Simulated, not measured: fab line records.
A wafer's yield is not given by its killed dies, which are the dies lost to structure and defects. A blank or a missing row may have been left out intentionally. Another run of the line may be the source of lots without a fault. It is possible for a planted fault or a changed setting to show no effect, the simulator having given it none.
Which tool is to blame? -- flow n5Finfet -- 17 lots, 51 wafers sampled, at 6 steps of a route of 1938

## WHAT EACH GAUGE READ, for each wafer
Not one reading of a measure or inspect step in the record can be checked against a usual standard deviation.

## EACH LOT AND THE TOOL THAT RAN IT (in order: tool; ch and the chambers of the sampled wafers; start)
lot,N5_DUMMY_GATE_STRIP_41,N5_DUMMY_GATE_HM_OPEN_21,N5_SD_EPI_N_ETCH_16,N5_SD_EPI_P_DESCUM_14,N5_SD_EPI_P_ETCH_36,N5_SDB_ETCH_17
L074,"rieDiel-06 ch 1,2,3, day 3 11:07","rieDiel-06 ch 1,2,3, day 3 11:09","rieDiel-05 ch 1,3, day 3 13:23","rieDiel-04 ch 0,1,2, day 3 17:51","rieDiel-04 ch 0,1,2, day 3 17:53","rieDiel-01 ch 0,1, day 4 06:40"
L076,"rieDiel-02 ch 0,1,3, day 3 15:28","rieDiel-02 ch 0,1,3, day 3 15:31","rieDiel-05 ch 0,1,3, day 3 17:47","rieDiel-06 ch 2,3, day 3 21:37","rieDiel-06 ch 2,3, day 3 21:38","rieDiel-05 ch 1,2,3, day 4 09:08"
L078,"rieDiel-06 ch 2,3, day 3 22:38","rieDiel-06 ch 2,3, day 3 22:41","rieDiel-05 ch 1,2,3, day 4 01:02","rieDiel-06 ch 0,1,2, day 4 04:51","rieDiel-06 ch 0,1,2, day 4 04:53","rieDiel-01 ch 1,2,3, day 4 16:41"
L077,"rieDiel-04 ch 0,3, day 4 02:38","rieDiel-04 ch 0,3, day 4 02:41","rieDiel-05 ch 0,1,2, day 4 05:02","rieDiel-02 ch 0,3, day 4 08:55","rieDiel-02 ch 0,3, day 4 08:56","rieDiel-05 ch 2,3, day 4 20:16"
L080,"rieDiel-04 ch 0,2,3, day 4 10:39","rieDiel-04 ch 0,2,3, day 4 10:41","rieDiel-01 ch 0,1, day 4 13:37","rieDiel-02 ch 0,1, day 4 17:26","rieDiel-02 ch 0,1, day 4 17:28","rieDiel-01 ch 0,1,3, day 5 07:20"
L079,"rieDiel-06 ch 2,3, day 4 12:21","rieDiel-06 ch 2,3, day 4 12:23","rieDiel-05 ch 2,3, day 4 14:44","rieDiel-06 ch 1,2,3, day 4 18:32","rieDiel-06 ch 1,2,3, day 4 18:35","rieDiel-03 ch 0,1, day 5 08:01"
L081,"rieDiel-04 ch 1,2, day 4 18:43","rieDiel-04 ch 1,2, day 4 18:46","rieDiel-05 ch 2,3, day 4 21:33","rieDiel-04 ch 1,2, day 5 01:25","rieDiel-04 ch 1,2, day 5 01:27","rieDiel-05 ch 0,1, day 5 12:51"
L082,"rieDiel-06 ch 1,2,3, day 5 01:14","rieDiel-06 ch 1,2,3, day 5 01:17","rieDiel-05 ch 0, day 5 05:22","rieDiel-02 ch 0,1,3, day 5 09:22","rieDiel-02 ch 0,1,3, day 5 09:24","rieDiel-05 ch 0,3, day 5 21:16"
L083,"rieDiel-04 ch 1,2,3, day 5 03:32","rieDiel-04 ch 1,2,3, day 5 03:35","rieDiel-03 ch 0,2, day 5 05:50","rieDiel-04 ch 1,2,3, day 5 09:32","rieDiel-04 ch 1,2,3, day 5 09:34","rieDiel-03 ch 0,1, day 5 21:39"
L085,"rieDiel-06 ch 0,1,3, day 5 18:26","rieDiel-06 ch 0,1,3, day 5 18:29","rieDiel-01 ch 0,2, day 5 20:53","rieDiel-02 ch 0,1, day 6 01:44","rieDiel-02 ch 0,1, day 6 01:46","rieDiel-03 ch 1,3, day 6 14:11"
L086,"rieDiel-06 ch 0,2,3, day 6 03:14","rieDiel-06 ch 0,2,3, day 6 03:16","rieDiel-05 ch 0,3, day 6 06:34","rieDiel-06 ch 1,2,3, day 6 10:40","rieDiel-06 ch 1,2,3, day 6 10:42","rieDiel-01 ch 1,3, day 6 22:52"
L088,"rieDiel-06 ch 0,3, day 6 12:23","rieDiel-06 ch 0,3, day 6 12:25","rieDiel-01 ch 0,1,3, day 6 14:56","rieDiel-06 ch 0,2,3, day 6 21:55","rieDiel-06 ch 0,2,3, day 6 21:58","rieDiel-05 ch 0,1, day 7 10:53"
L089,"rieDiel-02 ch 0,1,3, day 6 23:14","rieDiel-02 ch 0,1,3, day 6 23:16","rieDiel-01 ch 0,3, day 7 01:42","rieDiel-04 ch 0,2,3, day 7 06:19","rieDiel-04 ch 0,2,3, day 7 06:22","rieDiel-03 ch 0,3, day 7 18:40"
L090,"rieDiel-04 ch 1,3, day 7 01:23","rieDiel-04 ch 1,3, day 7 01:25","rieDiel-05 ch 1,2, day 7 03:53","rieDiel-04 ch 2,3, day 7 07:53","rieDiel-04 ch 2,3, day 7 07:56","rieDiel-01 ch 0,1,3, day 7 19:32"
L091,"rieDiel-06 ch 2,3, day 7 05:27","rieDiel-06 ch 2,3, day 7 05:29","rieDiel-01 ch 1,2, day 7 07:57","rieDiel-02 ch 0,2,3, day 7 11:40","rieDiel-02 ch 0,2,3, day 7 11:41","rieDiel-05 ch 0,1,3, day 7 23:28"
L094,"rieDiel-06 ch 0,2,3, day 8 00:30","rieDiel-06 ch 0,2,3, day 8 00:32","rieDiel-01 ch 0,1,3, day 8 02:59","rieDiel-04 ch 0,1,2, day 8 07:43","rieDiel-04 ch 0,1,2, day 8 07:45","rieDiel-05 ch 0,1,3, day 8 20:08"
L095,"rieDiel-04 ch 0,1,2, day 8 07:32","rieDiel-04 ch 0,1,2, day 8 07:35","rieDiel-03 ch 0,2,3, day 8 09:56","rieDiel-02 ch 1,2,3, day 8 13:56","rieDiel-02 ch 1,2,3, day 8 13:58","rieDiel-01 ch 1,2,3, day 9 03:11"
- N5_DUMMY_GATE_STRIP_41: strips in O2.
- N5_DUMMY_GATE_HM_OPEN_21: chemistry CH3F/O2, target SiNx, target depth 120 nm, time 171.4 s.
- N5_SD_EPI_N_ETCH_16: etches SiO2 in CHF3/O2, target depth 5 nm.
- N5_SD_EPI_P_DESCUM_14: chemistry O2, time 7.9 s.
- N5_SD_EPI_P_ETCH_36: etches SiARC in CF4, target depth 45.5 nm, time 75.8 s.
- N5_SDB_ETCH_17: etches SiARC in CF4, target depth 23.4 nm, time 39 s.

## WHAT THE TOOLS THEMSELVES READ (means of the sampled wafers that have a number; where no wafer has one, the mark that the record gives instead)
N5_DUMMY_GATE_STRIP_41. Usual: chamberPressureMTorr 30.004 mTorr, standard deviation 0.029; drypumpMotorCurrentA 5.5 A, standard deviation 0.36; oesProductAu 0.75 a.u., standard deviation 0.074; rfVppV 3.7 V, standard deviation 0.5; showerheadPlenumPTorr 2.08 Torr, standard deviation 0.071; throttleValvePct 16.73 %, standard deviation 0.22.
lot,tool,chamberPressureMTorr (mTorr),drypumpMotorCurrentA (A),oesProductAu (a.u.),rfVppV (V),showerheadPlenumPTorr (Torr),throttleValvePct (%),flag
L074,rieDiel-06,30.006,5.5,0.77,3.3,2.08,16.76,
L076,rieDiel-02,29.981,5.7,0.74,3.9,2.08,16.66,
L078,rieDiel-06,30.008,5.3,0.75,3.4,2.14,16.84,
L077,rieDiel-04,30.009,5.7,0.68,3.3,2.07,16.84,
L080,rieDiel-04,30.010,5.6,0.70,3.8,2.12,16.82,
L079,rieDiel-06,30.009,5.3,0.75,3.7,2.09,16.95,
L081,rieDiel-04,29.975,5.9,0.72,3.5,2.06,16.79,
L082,rieDiel-06,30.023,5.4,0.74,4.0,2.07,16.78,
L083,rieDiel-04,30.010,5.8,0.70,3.7,2.09,16.81,
L085,rieDiel-06,29.990,5.3,0.82,3.6,2.03,16.69,
L086,rieDiel-06,29.985,5.2,0.80,3.9,2.09,16.75,
L088,rieDiel-06,29.981,5.2,0.81,3.6,2.04,16.87,
L089,rieDiel-02,30.006,5.7,0.72,3.4,2.07,16.72,
L090,rieDiel-04,30.023,5.9,0.69,3.3,2.04,16.86,
L091,rieDiel-06,30.029,5.3,0.73,3.8,2.12,16.89,
L094,rieDiel-06,30.041,5.2,0.77,4.1,2.09,16.78,
L095,rieDiel-04,30.006,5.7,0.79,4.3,2.08,16.69,

N5_DUMMY_GATE_HM_OPEN_21. Usual: chamberPressureMTorr 30.000 mTorr, standard deviation 0.028; drypumpMotorCurrentA 5.5 A, standard deviation 0.36; oesProductAu 0.75 a.u., standard deviation 0.072; rfVppV 300 V, standard deviation 6.1; showerheadPlenumPTorr 2.00 Torr, standard deviation 0.066; throttleValvePct 16.52 %, standard deviation 0.2.
lot,tool,chamberPressureMTorr (mTorr),drypumpMotorCurrentA (A),oesProductAu (a.u.),rfVppV (V),showerheadPlenumPTorr (Torr),throttleValvePct (%),flag
L074,rieDiel-06,30.006,5.4,0.76,302,2.00,16.55,
L076,rieDiel-02,30.001,5.7,0.73,297,2.00,16.45,
L078,rieDiel-06,30.005,5.3,0.75,304,2.05,16.57,
L077,rieDiel-04,29.999,5.7,0.69,293,1.99,16.56,
L080,rieDiel-04,30.008,5.5,0.70,297,2.04,16.58,
L079,rieDiel-06,29.986,5.3,0.76,304,2.00,16.67,
L081,rieDiel-04,30.038,5.9,0.72,297,1.99,16.64,
L082,rieDiel-06,30.003,5.4,0.75,303,1.99,16.56,
L083,rieDiel-04,30.010,5.7,0.71,297,2.01,16.61,
L085,rieDiel-06,30.018,5.3,0.82,303,1.96,16.46,
L086,rieDiel-06,30.003,5.2,0.80,303,2.01,16.49,
L088,rieDiel-06,29.993,5.2,0.81,303,1.96,16.58,
L089,rieDiel-02,30.003,5.7,0.70,298,1.99,16.50,
L090,rieDiel-04,29.999,5.8,0.69,293,1.96,16.62,
L091,rieDiel-06,30.018,5.3,0.73,305,2.04,16.62,
L094,rieDiel-06,29.997,5.2,0.78,303,2.00,16.52,
L095,rieDiel-04,29.986,5.8,0.79,296,2.01,16.50,

N5_SD_EPI_N_ETCH_16. Usual: chamberPressureMTorr 30.000 mTorr, standard deviation 0.029; drypumpMotorCurrentA 5.8 A, standard deviation 0.47; oesProductAu 0.80 a.u., standard deviation 0.087; rfVppV 519 V, standard deviation 8.8; showerheadPlenumPTorr 2.41 Torr, standard deviation 0.087; throttleValvePct 18.88 %, standard deviation 0.2.
lot,tool,chamberPressureMTorr (mTorr),drypumpMotorCurrentA (A),oesProductAu (a.u.),rfVppV (V),showerheadPlenumPTorr (Torr),throttleValvePct (%),flag
L074,rieDiel-05,29.974,6.0,0.68,520,2.38,19.03,
L076,rieDiel-05,30.008,5.7,0.77,518,2.42,18.94,
L078,rieDiel-05,30.029,5.8,0.72,523,2.42,18.98,
L077,rieDiel-05,30.006,5.7,0.80,520,2.46,18.95,
L080,rieDiel-01,29.993,6.3,0.83,509,2.34,18.79,
L079,rieDiel-05,29.997,5.6,0.75,523,2.46,18.94,
L081,rieDiel-05,29.990,5.6,0.75,524,2.46,18.95,
L082,rieDiel-05,29.984,5.3,0.91,513,2.48,18.84,
L083,rieDiel-03,30.002,6.2,0.88,518,2.40,18.95,
L085,rieDiel-01,29.968,5.9,0.76,517,2.38,18.98,
L086,rieDiel-05,29.971,5.4,0.80,515,2.45,18.89,
L088,rieDiel-01,30.016,5.9,0.80,513,2.30,18.72,
L089,rieDiel-01,30.042,5.5,0.76,516,2.25,18.78,
L090,rieDiel-05,30.006,5.8,0.84,524,2.45,18.89,
L091,rieDiel-01,29.961,5.8,0.76,529,2.45,18.87,
L094,rieDiel-01,30.010,5.9,0.78,513,2.30,18.73,
L095,rieDiel-03,30.026,6.1,0.79,523,2.43,19.17,

N5_SD_EPI_P_DESCUM_14. Usual: chamberPressureMTorr 20.000 mTorr, standard deviation 0.02; drypumpMotorCurrentA 5.6 A, standard deviation 0.32; oesProductAu 0.74 a.u., standard deviation 0.071; rfVppV 242.9 V, standard deviation 1.4; showerheadPlenumPTorr 2.07 Torr, standard deviation 0.068; throttleValvePct 20.46 %, standard deviation 0.23.
lot,tool,chamberPressureMTorr (mTorr),drypumpMotorCurrentA (A),oesProductAu (a.u.),rfVppV (V),showerheadPlenumPTorr (Torr),throttleValvePct (%),flag
L074,rieDiel-04,20.024,5.8,0.71,242.5,2.09,20.53,
L076,rieDiel-06,20.004,5.3,0.76,242.4,2.08,20.73,
L078,rieDiel-06,20.007,5.3,0.74,243.5,2.08,20.41,
L077,rieDiel-02,20.002,5.6,0.73,243.2,2.10,20.61,
L080,rieDiel-02,19.990,5.6,0.73,243.3,2.09,20.35,
L079,rieDiel-06,19.980,5.4,0.74,242.8,2.07,20.55,
L081,rieDiel-04,19.998,5.6,0.73,243.3,2.13,20.54,
L082,rieDiel-02,19.988,5.7,0.73,242.7,2.07,20.40,
L083,rieDiel-04,20.022,5.7,0.70,242.8,2.08,20.55,
L085,rieDiel-02,20.007,5.6,0.72,242.7,2.09,20.37,
L086,rieDiel-06,20.012,5.4,0.74,242.8,2.06,20.57,
L088,rieDiel-06,19.999,5.1,0.79,243.0,2.09,20.56,
L089,rieDiel-04,20.001,5.5,0.80,244.1,2.11,20.45,
L090,rieDiel-04,20.002,5.5,0.70,242.8,2.10,20.56,
L091,rieDiel-02,20.010,5.5,0.71,242.3,2.09,20.51,
L094,rieDiel-04,19.998,5.8,0.79,243.1,2.08,20.46,
L095,rieDiel-02,20.017,5.7,0.71,242.7,2.04,20.35,

N5_SD_EPI_P_ETCH_36. Usual: chamberPressureMTorr 40.00 mTorr (standard deviation 0.037); drypumpMotorCurrentA 5.6 A (standard deviation 0.32); etchRfOnTimeS 76.4 s (standard deviation 2.3); oesProductAu 0.63 a.u. (standard deviation 0.059); rfVppV 183.9 V (standard deviation 1.1); showerheadPlenumPTorr 2.12 Torr (standard deviation 0.063); throttleValvePct 15.64 % (standard deviation 0.19).
lot,tool,chamberPressureMTorr (mTorr),drypumpMotorCurrentA (A),etchRfOnTimeS (s),oesProductAu (a.u.),rfVppV (V),showerheadPlenumPTorr (Torr),throttleValvePct (%),flag
L074,rieDiel-04,40.01,5.8,76.7,0.61,184.1,2.13,15.69,
L076,rieDiel-06,40.01,5.3,75.8,0.65,183.8,2.11,15.77,
L078,rieDiel-06,40.00,5.3,74.8,0.63,183.5,2.13,15.61,
L077,rieDiel-02,39.98,5.6,76.3,0.63,184.0,2.15,15.78,
L080,rieDiel-02,39.98,5.6,79.3,0.61,184.2,2.15,15.63,
L079,rieDiel-06,40.02,5.4,74.1,0.65,183.5,2.11,15.68,
L081,rieDiel-04,40.00,5.6,77.6,0.63,184.1,2.17,15.67,
L082,rieDiel-02,40.01,5.7,77.3,0.62,184.1,2.12,15.63,
L083,rieDiel-04,40.01,5.7,75.6,0.61,184.3,2.12,15.72,
L085,rieDiel-02,40.04,5.6,79.8,0.60,183.3,2.14,15.66,
L086,rieDiel-06,39.98,5.4,73.5,0.64,183.6,2.11,15.72,
L088,rieDiel-06,39.98,5.2,76.0,0.67,184.3,2.12,15.60,
L089,rieDiel-04,40.03,5.6,74.8,0.69,184.5,2.15,15.56,
L090,rieDiel-04,40.00,5.5,74.7,0.60,184.9,2.14,15.72,
L091,rieDiel-02,39.99,5.5,78.1,0.61,184.0,2.14,15.75,
L094,rieDiel-04,39.95,5.7,75.5,0.68,183.6,2.12,15.57,
L095,rieDiel-02,39.97,5.7,77.1,0.61,183.5,2.08,15.60,

N5_SDB_ETCH_17. Usual: chamberPressureMTorr 40.00 mTorr (standard deviation 0.035); drypumpMotorCurrentA 5.9 A (standard deviation 0.5); etchRfOnTimeS 38.7 s (standard deviation 0.97); oesProductAu 0.70 a.u. (standard deviation 0.072); rfVppV 183.9 V (standard deviation 1.3); showerheadPlenumPTorr 2.14 Torr (standard deviation 0.073); throttleValvePct 15.59 % (standard deviation 0.23).
lot,tool,chamberPressureMTorr (mTorr),drypumpMotorCurrentA (A),etchRfOnTimeS (s),oesProductAu (a.u.),rfVppV (V),showerheadPlenumPTorr (Torr),throttleValvePct (%),flag
L074,rieDiel-01,39.98,6.3,39.2,0.72,183.4,2.08,15.49,
L076,rieDiel-05,40.00,5.8,38.5,0.61,184.3,2.15,15.76,
L078,rieDiel-01,39.99,5.7,38.3,0.70,183.6,2.10,15.41,
L077,rieDiel-05,40.00,5.6,37.9,0.61,183.7,2.16,15.71,
L080,rieDiel-01,39.99,5.9,38.6,0.71,183.7,2.05,15.43,
L079,rieDiel-03,40.03,6.2,39.2,0.76,183.6,2.13,15.49,
L081,rieDiel-05,40.00,5.7,39.1,0.70,184.2,2.17,15.60,
L082,rieDiel-05,39.97,5.4,38.6,0.70,184.2,2.17,15.58,
L083,rieDiel-03,39.97,6.3,39.6,0.76,183.9,2.15,15.42,
L085,rieDiel-03,40.00,6.2,39.1,0.71,183.6,2.19,15.60,
L086,rieDiel-01,40.00,6.0,37.9,0.72,182.9,2.06,15.30,
L088,rieDiel-05,40.00,5.6,38.9,0.76,184.1,2.16,15.49,
L089,rieDiel-03,39.99,5.9,39.7,0.67,184.1,2.13,15.80,
L090,rieDiel-01,39.98,6.0,38.9,0.68,182.8,2.04,15.46,
L091,rieDiel-05,39.97,5.7,38.7,0.79,183.6,2.14,15.39,
L094,rieDiel-05,39.99,5.6,38.9,0.77,183.7,2.13,15.39,
L095,rieDiel-01,40.01,5.6,39.2,0.65,183.4,2.09,15.48,

## THE ANSWER, worked out from the rows above alone
Rule: a lot counts as off when the mean over its wafers that have a number is more than 3 standard deviations away from the usual mean. Also off: a lot with no number at a reading for which 4 or more lots have one. Where the step has rows for the other lots, those lots are counted as sound. First the gauges in route order, then the tools' own readings, where a lot's mean is used as printed above. The first step at which some lot is off is used, and at that step the reading that is off furthest; a lot without a number counts as furthest.
Across all readings shown, no lot is off: no conclusion can be drawn from this.

## WHAT THE SIMULATOR PUT IN
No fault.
